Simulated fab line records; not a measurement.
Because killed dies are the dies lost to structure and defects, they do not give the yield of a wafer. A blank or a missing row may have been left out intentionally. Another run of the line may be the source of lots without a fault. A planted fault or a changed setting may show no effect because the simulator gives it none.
fab line records | flow nandHarc
record: lots: 6 wafers: 18 lastDay: 33
route steps=1302 shown P_GATE@127 END@1302
lots that met no fault: taken from a fault-free run of the same line
startH: hours from the record's first day to the start of the lot's first wafer shown | waitH: hours since the lot's step before | " as in the row above | L1.1+2: several wafers, shown together as one row | - no value, or no start was given | * or withheld: withheld | < > ~ a bound
route shown NAME@n: a module of which the file shows steps, and the number in the route of the first | usual: mean and standard deviation over wafers with no fault | same: alike in all rows | chamber/n: place in a boat | sites: each site's reading | _std_site: the values' standard deviation | _edge_site: mean of outer sites minus mean of inner sites | radiusMm: how far each site lies from the wafer's centre | mask NAME#n: copy n | behind: the most recent tool/chamber to have shaped the wafer | hold: reason for holding the lot/hours on hold/outcome of the hold | device: the transistor (n, p or np) that didn't switch | end of line: the same wafers' tests at the end of the route | a step with no rows: only its recipe | killed: dies lost to structure and defects at the first sort, not the wafer's yield | map: per-die view of a wafer (x killed, . not killed, _ where there is no die)
set.NAME: the setting the step ran with; set.NAME@STEP: the setting that earlier step ran with | model.NAME: the simulator's own value behind a step, which no gauge read
a table for each step, a row for each wafer; lots at some steps of the route
services: the hour from which a tool's chamber was out of use, counted from the record's first day as startH (under 0 if before that day), plus the number of hours and why
== steps ==
step: NHARC_P_GATE_PRECLEAN_71
recipe: timeS: * tempC: 50 bathAgeMin: 0 chemistry: SC1
step: NHARC_P_GATE_SRD_72
step: NHARC_P_GATE_OXIDE_16
recipe: targetThkA: 30 tempC: 875 oxTimeS: 392 material: SiO2
step: NHARC_P_GATE_CVD_17
recipe: targetThkA: 1500 tempC: 620 timeS: 900 material: poly-Si
step: NHARC_P_GATE_HM_DEP_102
recipe: targetThkA: 1200 tempC: 400 material: aC
usual: throttleValvePct: 34.999/0.0093
columns lot.wafer tool chamber startH waitH throttleValvePct
L811.2 aclDep-03 0 106.93 1.6 34.998
L811.3 " 0 " " 35.004
L811.6 " 0 " " 34.992
L813.2 aclDep-01 0 120.99 1.4 35.016
L813.4 " 0 " " 35.017
L813.5 " 0 " " 34.998
L814.1 aclDep-03 0 131.40 0.4 35.003
L814.2 " 0 " " 34.989
L814.3 " 0 " " 35.005
L830.1 aclDep-01 0 299.64 0.6 34.998
L830.3 " 0 " " 34.989
L830.5 " 0 " " 35.006
L831.1 aclDep-01 0 300.29 1.2 34.991
L831.2 " 0 " " 34.988
L831.6 " 0 " " 35.009
L833.4 aclDep-01 0 323.55 0.7 34.994
L833.5 " 0 " " 34.996
L833.6 " 0 " " 35.000
step: NHARC_P_GATE_DEP_103
recipe: targetThkA: 300 targetThkNm: 30 tempC: 400 flowSccm: 200 rfW: 350 material: SiON
step: NHARC_P_GATE_DEHYDRATE_18
recipe: tempC: 150 timeS: 120
step: NHARC_P_GATE_HMDS_19
recipe: timeS: 30
step: NHARC_P_GATE_COAT_20
recipe: spinRpm: 1500 resistThkNm: 90
step: NHARC_P_GATE_SOFTBAKE_21
recipe: tempC: 105 timeS: 55
step: NHARC_P_GATE_EBR_22
step: NHARC_P_GATE_EXPOSE_23
recipe: na: 1.35 targetCdNm: 120 doseMj: 93.91 maskId: P_GATE
step: NHARC_P_GATE_PEB_24
recipe: pebTempC: 100 pebTimeS: 65
usual: heaterPowerTotalW: 156.6/0.42 plateTempC: 99.99/0.14
columns lot.wafer tool chamber startH waitH heaterPowerTotalW plateTempC
L811.2 lithoTrack-01 0 107.96 0.1 157.2 99.81
L811.3 " 0 " " 157.2 99.80
L811.6 " 0 " " 156.0 100.09
L813.2 lithoTrack-06 0 122.27 0.1 156.6 100.26
L813.4 " 0 " " 156.2 100.13
L813.5 " 0 " " 157.1 100.34
L814.1 lithoTrack-04 0 132.53 0.1 156.0 100.15
L814.2 " 0 " " 156.6 99.90
L814.3 " 0 " " 157.1 100.05
L830.1 lithoTrack-06 0 301.00 0.1 147.6 95.72
L830.3 " 0 " " 148.1 95.79
L830.5 " 0 " " 147.9 95.82
L831.1 lithoTrack-06 0 301.63 0.1 147.0 95.89
L831.2 " 0 " " 147.8 95.76
L831.6 " 0 " " 147.6 95.85
L833.4 lithoTrack-01 0 324.50 0.0 155.9 99.98
L833.5 " 0 " " 156.1 99.84
L833.6 " 0 " " 157.2 99.98
step: NHARC_P_GATE_DEVELOP_25
recipe: developTimeS: 35 devTempC: 23
step: NHARC_P_GATE_CD_MEAS_26
recipe: targetCdNm: 120 landingEnergyEv: 500
usual: cdNm: 120.1/0.56
columns lot.wafer tool chamber startH waitH cdNm
L811.2 cdSem-03 0 108.04 - 119.6
L811.3 " 0 " " 120.6
L811.6 " 0 " " 120.3
L813.2 cdSem-02 0 122.35 - 119.1
L813.4 " 0 " " 119.7
L813.5 " 0 " " 119.9
L814.1 cdSem-01 0 132.61 - 119.5
L814.2 " 0 " " 119.2
L814.3 " 0 " " 120.6
L830.1 cdSem-01 0 301.08 - 136.5
L830.3 " 0 " " 136.4
L830.5 " 0 " " 136.6
L831.1 cdSem-01 0 301.71 - 137.0
L831.2 " 0 " " 137.9
L831.6 " 0 " " 137.0
L833.4 cdSem-03 0 324.58 - 120.4
L833.5 " 0 " " 119.1
L833.6 " 0 " " 120.2
step: NHARC_P_GATE_OVL_MEAS_27
usual: overlayXNm: 0.0/1 overlayYNm: 0.0/0.73
columns lot.wafer tool chamber startH waitH overlayXNm overlayYNm
L811.2 overlay-01 - 108.13 - -0.9 -0.8
L811.3 " - " " -1.0 -1.3
L811.6 " - " " -1.3 -1.4
L813.2 overlay-02 - 122.43 - -0.4 1.1
L813.4 " - " " 0.1 1.5
L813.5 " - " " -0.7 1.6
L814.1 overlay-02 - 132.70 - 0.0 0.1
L814.2 " - " " -0.4 0.5
L814.3 " - " " -0.6 0.1
L830.1 overlay-01 - 301.16 - 0.3 -0.4
L830.3 " - " " 0.2 -0.2
L830.5 " - " " -0.2 -0.1
L831.1 overlay-01 - 301.80 - -2.5 -1.1
L831.2 " - " " -2.3 -1.2
L831.6 " - " " -2.6 -1.0
L833.4 overlay-02 - 324.66 - 0.6 0.4
L833.5 " - " " 0.1 -0.3
L833.6 " - " " 0.0 0.7
step: NHARC_P_GATE_INSPECT_28
usual: rawDefectCount: 5.7/2.8
columns lot.wafer tool chamber startH waitH rawDefectCount
L811.2 defectInspect-02 - 108.16 0.0 6
L811.3 " - " " 7
L811.6 " - " " 8
L813.2 defectInspect-02 - 122.47 0.0 10
L813.4 " - " " 4
L813.5 " - " " 5
L814.1 defectInspect-01 - 132.74 0.0 1
L814.2 " - " " 1
L814.3 " - " " 6
L830.1 defectInspect-02 - 301.20 0.0 5
L830.3 " - " " 11
L830.5 " - " " 10
L831.1 defectInspect-01 - 301.84 0.0 5
L831.2 " - " " 6
L831.6 " - " " 3
L833.4 defectInspect-02 - 324.70 0.0 4
L833.5 " - " " 6
L833.6 " - " " 6
step: NHARC_P_GATE_DESCUM_31
recipe: timeS: 3 o2FlowSccm: 200 arFlowSccm: 0 biasPowerW: 0 chemistry: O2
usual: drypumpMotorCurrentA: 5.7/0.54 oesProductAu: 0.997/0.009 rfVppV: 58.0/0.94 showerheadPlenumPTorr: 1.94/0.085 throttleValvePct: 11.311/0.0084
columns lot.wafer tool chamber startH waitH drypumpMotorCurrentA oesProductAu rfHoursCounterH rfVppV showerheadPlenumPTorr throttleValvePct model.P_GATE.cdNm
L811.2 rieDiel-06 3 108.22 0.1 5.9 0.989 9 57.3 1.85 11.319 120
L811.3 " 1 " " 6.3 0.990 8 59.1 1.98 11.326 120.3
L811.6 " 3 " " 5.9 0.994 - 58.1 1.85 11.306 120.8
L813.4 rieDiel-06 1 122.53 0.1 6.3 1.004 10 56.8 1.98 11.298 120.5
L813.2 " 2 " " 6.1 0.994 9 58.6 1.81 11.317 120
L813.5 " 2 " " 6.1 0.999 - 56.4 1.81 11.309 120.3
L814.3 rieDiel-03 3 132.80 0.1 4.8 1.000 1 57.9 2.02 11.311 120.5
L814.1 " 1 " " 6.3 0.986 1 57.1 1.91 11.304 119.7
L814.2 " 2 " " 4.8 0.990 1 56.7 2.03 11.313 119.6
L830.1 rieDiel-10 0 301.26 0.1 6.4 1.004 3 59.5 1.99 11.309 137.6
L830.3 " 3 " " 5.5 1.001 3 57.8 2.03 11.301 137.2
L830.5 " 0 " " 6.4 1.007 - 58.8 1.99 11.312 137.6
L831.1 rieDiel-06 1 301.91 0.1 6.3 0.997 11 58.8 1.97 11.307 137
L831.2 " 3 " " 5.9 0.994 11 58.1 1.85 11.319 138
L831.6 " 1 " " 6.3 1.003 - 58.0 1.97 11.311 137
L833.4 rieDiel-06 3 324.78 0.1 5.9 1.003 1 58.9 1.85 11.312 120.8
L833.5 " 1 " " 6.2 0.991 - 58.3 1.97 11.313 118.9
L833.6 " 2 " " 6.1 0.984 - 57.7 1.80 11.324 120.1
step: NHARC_P_GATE_ETCH_104
recipe: targetDepthA: 600 timeS: withheld cf4FlowSccm: 100 chf3FlowSccm: 30 arFlowSccm: 0 rfW: 500 biasW: 200 chemistry: CF4/CHF3
usual: drypumpMotorCurrentA: 5.7/0.54 oesProductAu: 0.954/0.021 rfVppV: 371.4/2.3 showerheadPlenumPTorr: 1.60/0.065 throttleValvePct: 16.803/0.0088
columns lot.wafer tool chamber startH waitH drypumpMotorCurrentA oesProductAu rfVppV showerheadPlenumPTorr throttleValvePct
L811.2 rieDiel-06 1 108.31 0.1 6.3 0.928 372.0 1.62 16.805
L811.3 " 3 " " 5.9 0.928 367.8 1.52 16.794
L811.6 " 0 " " 5.3 0.937 368.5 1.55 16.818
L813.2 rieDiel-06 2 122.61 0.1 6.1 0.958 368.5 1.49 16.808
L813.4 " 1 " " 6.2 0.963 371.9 1.62 16.807
L813.5 " 2 " " 6.1 0.956 366.4 1.49 16.810
L814.1 rieDiel-03 1 132.88 0.1 6.3 0.969 371.4 1.57 16.802
L814.2 " 2 " " 4.8 0.971 373.9 1.66 16.807
L814.3 " 3 " " 4.8 0.963 372.7 1.66 16.793
L830.3 rieDiel-10 3 301.35 0.1 5.5 0.921 374.5 1.66 16.801
L830.1 " 2 " " 5.8 0.923 370.4 1.61 16.793
L830.5 " 0 " " 6.4 0.924 372.5 1.63 16.812
L831.2 rieDiel-06 3 301.98 0.1 5.9 0.974 368.0 1.52 16.795
L831.1 " 0 " " 5.3 0.946 369.9 1.54 16.800
L831.6 " 3 " " 5.9 0.980 367.3 1.52 16.806
L833.4 rieDiel-06 2 324.84 0.1 6.1 0.951 370.2 1.49 16.808
L833.6 " 2 " " 6.1 0.953 366.0 1.49 16.789
L833.5 " 3 " " 5.9 0.971 368.6 1.52 16.794
step: NHARC_P_GATE_HM_OPEN_105
recipe: targetDepthA: 3600 o2FlowSccm: 400 cosFlowSccm: 20 arFlowSccm: 0 rfW: 500 biasW: 300 chemistry: O2/COS
usual: drypumpMotorCurrentA: 5.7/0.53 oesProductAu: 0.999/0.0094 rfVppV: 468.1/2.9 showerheadPlenumPTorr: 3.16/0.13 throttleValvePct: 28.330/0.0099
columns lot.wafer tool chamber startH waitH drypumpMotorCurrentA oesProductAu rfHoursCounterH rfVppV showerheadPlenumPTorr throttleValvePct
L811.2 rieDiel-06 2 - - 6.1 1.002 8 465.1 2.96 28.323
L811.3 " 1 " " 6.2 1.008 8 469.3 3.22 28.326
L811.6 " 2 " " 6.1 1.000 - 463.7 2.96 28.330
L813.4 rieDiel-06 2 - - 6.1 1.001 9 462.5 2.96 28.332
L813.2 " 0 " " 5.3 1.015 10 466.3 3.07 28.319
L813.5 " 3 " " 5.9 1.010 - 464.6 3.02 28.330
L814.3 rieDiel-03 0 - - 5.0 1.001 1 470.9 3.33 28.323
L814.2 " 1 " " 6.3 0.993 1 468.7 3.12 28.335
L814.1 " 2 " " 4.8 0.996 1 471.3 3.30 28.335
L830.3 rieDiel-10 0 - - 6.4 0.988 3 471.8 3.24 28.319
L830.1 " 1 " " 5.8 0.998 3 463.6 2.98 28.319
L830.5 " 0 " " 6.4 0.998 - 470.5 3.24 28.343
L831.1 rieDiel-06 3 - - 5.9 0.990 11 463.8 3.02 28.331
L831.2 " 1 " " 6.3 0.996 11 468.2 3.21 28.337
L831.6 " 3 " " 5.9 0.994 - 465.0 3.02 28.341
L833.4 rieDiel-06 0 - - 5.3 0.993 1 466.6 3.06 28.316
L833.6 " 3 " " 5.9 0.995 - 465.8 3.02 28.336
L833.5 " 0 " " 5.3 0.998 - 465.1 3.06 28.328
step: NHARC_P_GATE_STRIP_106
recipe: o2FlowSccm: 400 cosFlowSccm: 20 arFlowSccm: 0 biasW: 0 chemistry: O2/COS
step: NHARC_P_GATE_ETCH_114
recipe: targetDepthA: 300 overetchA: 30 timeS: 16.5 ionEnergyEv: 100 cf4FlowSccm: 80 o2FlowSccm: 20 arFlowSccm: 0 rfW: 300 biasW: 100 chemistry: CF4/O2
usual: drypumpMotorCurrentA: 5.7/0.53 oes_o_777_au: 1.000/0.0045 oesProductAu: 1.000/0.0099 rfVppV: 198.1/1.4 showerheadPlenumPTorr: 1.35/0.058 throttleValvePct: 13.397/0.0082
columns lot.wafer tool chamber startH waitH drypumpMotorCurrentA oes_o_777_au oesProductAu rfHoursCounterH rfVppV showerheadPlenumPTorr throttleValvePct
L811.2 rieDiel-06 3 - - 5.9 1.002 1.000 9 197.0 1.29 13.407
L811.3 " 0 " " 5.3 0.997 0.998 9 199.4 1.31 13.398
L811.6 " 0 " " 5.3 0.999 0.999 - 196.9 1.31 13.396
L813.4 rieDiel-06 2 - - 6.1 0.996 1.003 9 197.2 1.26 13.402
L813.2 " 3 " " 5.9 1.003 1.010 9 196.4 1.29 13.390
L813.5 " 2 " " 6.1 1.007 1.001 - 197.2 1.26 13.403
L814.3 rieDiel-03 0 - - 4.9 0.996 1.011 1 199.6 1.43 13.391
L814.2 " 1 " " 6.3 1.000 0.999 1 197.6 1.34 13.402
L814.1 " 3 " " 4.8 1.008 1.012 1 198.0 1.41 13.395
L830.3 rieDiel-10 1 - - 5.8 0.999 1.011 3 195.7 1.27 13.398
L830.1 " 2 " " 5.7 1.003 0.997 3 198.8 1.36 13.405
L830.5 " 1 " " 5.8 1.001 0.999 - 195.4 1.27 13.391
L831.1 rieDiel-06 2 - - 6.1 0.996 1.011 11 196.4 1.26 13.399
L831.2 " 0 " " 5.3 0.998 0.982 11 196.4 1.31 13.399
L831.6 " 2 " " 6.1 0.996 1.012 - 194.9 1.26 13.410
L833.4 rieDiel-06 2 - - 6.1 1.001 0.990 1 196.4 1.26 13.395
L833.5 " 2 " " 6.1 0.995 0.983 - 195.8 1.26 13.402
L833.6 " 3 " " 5.9 1.007 1.004 - 198.1 1.29 13.388
step: NHARC_P_GATE_ETCH_32
recipe: targetDepthA: 1500 overEtchFrac: 1 overEtchIonEnergyEv: 40 timeS: 100.1 hbrFlowSccm: 150 cl2FlowSccm: 50 rfW: 400 icpW: 400 biasW: 100 chemistry: HBr/Cl2
usual: drypumpMotorCurrentA: 5.9/0.44 oesProductAu: 1.001/0.0094 throttleValvePct: 26.406/0.0087
columns lot.wafer tool chamber startH waitH drypumpMotorCurrentA oesProductAu rfHoursCounterH throttleValvePct model.P_GATE.cdNm
L811.3 rieSi-03 0 108.71 - 6.0 1.004 0.42 26.399 118.8
L811.2 " 1 " " 6.5 0.999 0.36 26.406 125.1
L811.6 " 3 " " 6.1 0.996 - 26.405 123.6
L813.2 rieSi-03 0 123.01 - 6.1 1.000 0.49 26.415 120.5
L813.4 " 1 " " 6.5 1.010 0.45 26.411 125
L813.5 " 0 " " 6.0 0.998 - 26.400 118.5
L814.3 rieSi-02 0 133.27 - 5.6 1.016 0.12 26.405 118.8
L814.2 " 1 " " 5.4 0.998 0.16 26.404 124
L814.1 " 2 " " 6.3 1.010 0.16 26.397 120.2
L830.1 rieSi-02 2 301.72 - 6.3 1.004 0.15 26.421 136.7
L830.3 " 0 " " 5.6 1.013 0.15 26.401 135.6
L830.5 " 2 " " 6.3 1.004 - 26.396 134.1
L831.1 rieSi-05 1 302.37 - 5.3 1.004 1.00 26.417 138.4
L831.2 " 2 " " 6.0 1.025 1.10 26.395 139
L831.6 " 0 " " 6.3 1.006 - 26.395 141.5
L833.4 rieSi-03 2 325.24 - 5.4 0.970 0.75 26.397 121.1
L833.6 " 1 " " 6.5 0.985 - 26.412 117.9
L833.5 " 2 " " 5.4 0.974 - 26.391 119.8
step: NHARC_P_GATE_STRIP_108
recipe: o2FlowSccm: 500 arFlowSccm: 0 biasW: 0 chemistry: O2
usual: drypumpMotorCurrentA: 5.6/0.58 oesProductAu: 0.997/0.0083 rfVppV: 58.0/0.92 showerheadPlenumPTorr: 3.60/0.14 throttleValvePct: 17.037/0.0081
columns lot.wafer tool chamber startH waitH drypumpMotorCurrentA oesProductAu rfHoursCounterH rfVppV showerheadPlenumPTorr throttleValvePct
L811.2 rieDiel-06 2 108.84 - 6.1 0.990 8 57.5 3.34 17.037
L811.3 " 0 " " 5.3 1.009 9 58.2 3.47 17.030
L811.6 " 3 " " 5.9 1.007 - 57.9 3.42 17.050
L813.2 rieDiel-03 2 123.16 - 4.8 0.992 0 59.0 3.72 17.038
L813.4 " 0 " " 5.0 0.993 0 58.3 3.77 17.030
L813.5 " 2 " " 4.8 0.992 - 58.2 3.72 17.047
L814.3 rieDiel-10 3 133.42 - 5.5 1.005 1 58.8 3.73 17.040
L814.1 " 0 " " 6.4 1.005 2 58.3 3.67 17.045
L814.2 " 2 " " 5.8 1.017 1 56.8 3.60 17.031
L830.3 rieDiel-10 0 301.91 - 6.4 0.992 3 58.6 3.66 17.035
L830.1 " 1 " " 5.9 1.002 3 57.7 3.37 17.050
L830.5 " 1 " " 5.8 1.008 - 56.3 3.37 17.038
L831.2 rieDiel-06 0 302.53 - 5.3 0.989 11 57.2 3.47 17.029
L831.1 " 1 " " 6.3 0.997 11 57.0 3.63 17.050
L831.6 " 3 " " 5.9 0.997 - 55.8 3.41 17.043
L833.4 rieDiel-10 0 325.41 - 6.4 0.998 4 59.9 3.66 17.039
L833.5 " 2 " " 5.7 0.996 - 57.7 3.60 17.035
L833.6 " 3 " " 5.5 0.989 - 57.0 3.73 17.048
step: NHARC_END_SORT_01
recipe: tempC: 25
usual: killedAtArray: 57/18 killedAtOther: 0.9/1.3 killedAtPeriphery: 3.5/2.2 killedDies: 62/18 killedOpen: 3.0/1.7 killedShort: 2.3/1.5
same: grossDies: 677
columns lot.wafer tool chamber startH waitH killedAtArray killedAtOther killedAtPeriphery killedDies killedOpen killedShort
L831.1 prober-01 0 761.81 2.5 63 0 89 152 4 1
L831.2 prober-01 0 762.60 2.8 64 0 91 155 3 0
L831.6 prober-01 0 765.74 3.9 66 0 80 146 2 1
L830.1 prober-02 0 764.92 2.4 46 0 84 130 3 0
L830.3 prober-02 0 766.52 3.1 46 0 46 92 0 4
L830.5 prober-02 0 768.12 3.7 43 0 25 68 1 4
killed by level:class
L831.1 P_GATE:areaPeb=85 A_CHANNEL_HOLE_D1:chamberFilmFlake=24 A_CHANNEL_HOLE_D2:chamberFilmFlake=24 A_STAIRCASE:chamberFilmFlake=6 A_CONTACT:chamberFilmFlake=4 P_ZERO_WELL:chamberFilmFlake=2 P_M0:geometricParticle:open=1 P_M1:geometricParticle:open=1
L831.2 P_GATE:areaPeb=87 A_CHANNEL_HOLE_D2:chamberFilmFlake=23 A_CHANNEL_HOLE_D1:chamberFilmFlake=18 A_STAIRCASE:chamberFilmFlake=8 A_CONTACT:chamberFilmFlake=7 A_SLIT:chamberFilmFlake=4 P_M0:geometricParticle:open=1 A_SOURCE_PLATE:geometricParticle:open=1
L830.1 P_GATE:areaPeb=80 A_CHANNEL_HOLE_D1:chamberFilmFlake=16 A_SLIT:chamberFilmFlake=7 A_CONTACT:chamberFilmFlake=7 A_SGD_CUT:chamberFilmFlake=4 P_M1:chamberFilmFlake=3 A_STAIRCASE:chamberFilmFlake=3 A_CHANNEL_FILL_D1:chamberFilmFlake=2
L831.6 P_GATE:areaPeb=77 A_CHANNEL_HOLE_D2:chamberFilmFlake=29 A_CHANNEL_HOLE_D1:chamberFilmFlake=22 A_SLIT:chamberFilmFlake=6 A_CHANNEL_FILL_D1:chamberFilmFlake=2 A_STAIRCASE:chamberFilmFlake=2 A_CONTACT:chamberFilmFlake=2 P_CONTACT:geometricParticle:open=1
L830.3 P_GATE:areaPeb=43 A_CHANNEL_HOLE_D1:chamberFilmFlake=15 A_CONTACT:chamberFilmFlake=8 A_SLIT:chamberFilmFlake=8 A_STAIRCASE:chamberFilmFlake=4 A_SGD_CUT:chamberFilmFlake=4 P_M0:geometricParticle:short=1 A_CHANNEL_FILL_D1:geometricParticle:short=1
L830.5 P_GATE:areaPeb=24 A_CHANNEL_HOLE_D1:chamberFilmFlake=16 A_CONTACT:chamberFilmFlake=9 A_SLIT:chamberFilmFlake=6 A_STAIRCASE:chamberFilmFlake=2 A_SGD_CUT:chamberFilmFlake=2 P_CONTACT:geometricParticle:open=1 A_ONON_D1:geometricParticle:short=1
map L830.1 (x killed, . not)
____________.____________
_________x..xxx._________
_______.x......x.x_______
______..........x..______
_____.xx.x.......x.x_____
____xx.xxx....x...x.x____
____..xx......x..x..x____
___..x..........x..x.x___
___xx............x.xx.___
__..x..x.............xx__
__.x.x......x.......x..__
_.xx...x....x.........xx_
_...x.........x...x.x..x_
_......................x_
_...................x.xx_
_....................xxx_
x.x................xx.x..
.......................x.
................x...x...x
x...................xx.xx
xx.......................
_x.x..............x....x_
_...xx..x.x..x.........x_
_.xxxx.................._
_x..xx.................x_
_.x.x.x...............xx_
__.x.x................x__
__xx..x.x.....x....x.xx__
___.......x......x.x.x___
___.x....x.........x.x___
____x.............x..____
____x...............x____
_____....x........x._____
______x..x.........______
_______xx........._______
_________...x..._________
____________.____________
map L831.2 (x killed, . not)
____________.____________
_________xx.xx.x_________
_______x...x...xxx_______
______x..x...xxx.xx______
_____...x...x....x.x_____
____.....x.........x.____
____x..x...........xx____
___.xxx...........x.xx___
___.................xx___
__x...................x__
__...................xx__
_xx.x..............xx..._
_x....................x._
_.....................xx_
_......................._
_x..................x..x_
.x.......................
x.................x.xx..x
x.........x....x......xxx
..........x....x....x.x..
x...x................xx.x
_x..........x..x.x....xx_
_..xx.........xxx......x_
_xx.x.......xx.xx......x_
_.xxx.....x...xxx.....x._
_xxxx......xx.xx....x..x_
__.xx......xx.xxx......__
__x....x....x....x..xxx__
___xxx......x..xx...xx___
___....x......x.xxx...___
____x.x..............____
____.x.x......x.....x____
_____x.x..........x._____
______..........x.x______
_______x........x._______
_________x.x..xx_________
____________x____________
== services ==
columns tool chamber startH hours kind
rieSi-02 - 100.00 9.0 pm
rieDiel-03 - 104.30 9.0 pm
rieSi-05 1 109.83 3.3 repair
aclDep-03 - 117.45 13.0 pm
rieDiel-06 - 130.30 9.0 pm
rieDiel-06 3 150.47 8.0 repair
rieSi-03 - 153.59 0.1 repair
lithoTrack-01 - 155.00 7.0 pm
rieDiel-03 0 155.35 6.5 repair
rieDiel-10 3 165.15 3.4 repair
rieDiel-10 2 168.18 3.9 repair
lithoTrack-06 - 179.00 7.0 pm
aclDep-01 - 189.77 13.0 pm
rieDiel-03 3 200.64 1.8 repair
rieSi-03 - 221.00 9.0 pm
rieDiel-06 2 239.09 4.6 repair
rieDiel-10 - 242.59 9.0 pm
rieSi-02 3 260.95 60.1 repair
rieDiel-06 0 261.23 5.7 repair
rieSi-02 - 277.00 9.0 pm
rieDiel-03 - 281.30 9.0 pm
aclDep-03 - 298.84 13.0 pm
rieDiel-06 3 305.65 15.0 repair
rieDiel-06 - 307.30 9.0 pm
== key ==
firstSign: step: NHARC_P_GATE_PEB_24 reading: plateTempC direction: down sigmas: 30 usual: * struck: *
effect: step: NHARC_P_GATE_PEB_24 reading: heaterPowerTotalW direction: down sigmas: 21 usual: * struck: *
effect: step: NHARC_P_GATE_CD_MEAS_26 reading: cdNm direction: up sigmas: 30 usual: 120.1 struck: 136.9
effect: step: NHARC_END_SORT_01 reading: killedAtPeriphery direction: up sigmas: 30 usual: 3.5 struck: 69.2
modelEffect: step: NHARC_P_GATE_DESCUM_31 value: P_GATE.cdNm without: 120.8 struck: 137.4
modelEffect: step: NHARC_P_GATE_ETCH_32 value: P_GATE.cdNm without: 121 struck: 137.5
moreKillsBornAt: NHARC_P_GATE_PEB_24@lithoTrack-06: 396
metAt NHARC_P_GATE_PEB_24
struckWafers L830.1,L830.3,L830.5,L831.1,L831.2,L831.6
testerLeftOut L830,L831
onsetBetween 122.27 301.00
fault: kind: processParameterDrift tool: lithoTrack-06 chamber: - onsetH: 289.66 steps: NHARC_P_GATE_PEB_24 channel: pebTempC offset: * shape: step endH: 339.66 actsIn: * stated: *
testerLeftOut: of these lots the tester's yield and bins aren't shown, on N5 and GAA mostly nor the transistor test; their killed dies are dies lost to structure and defects alone, not to doping, threshold or leakage, so they don't give the yield
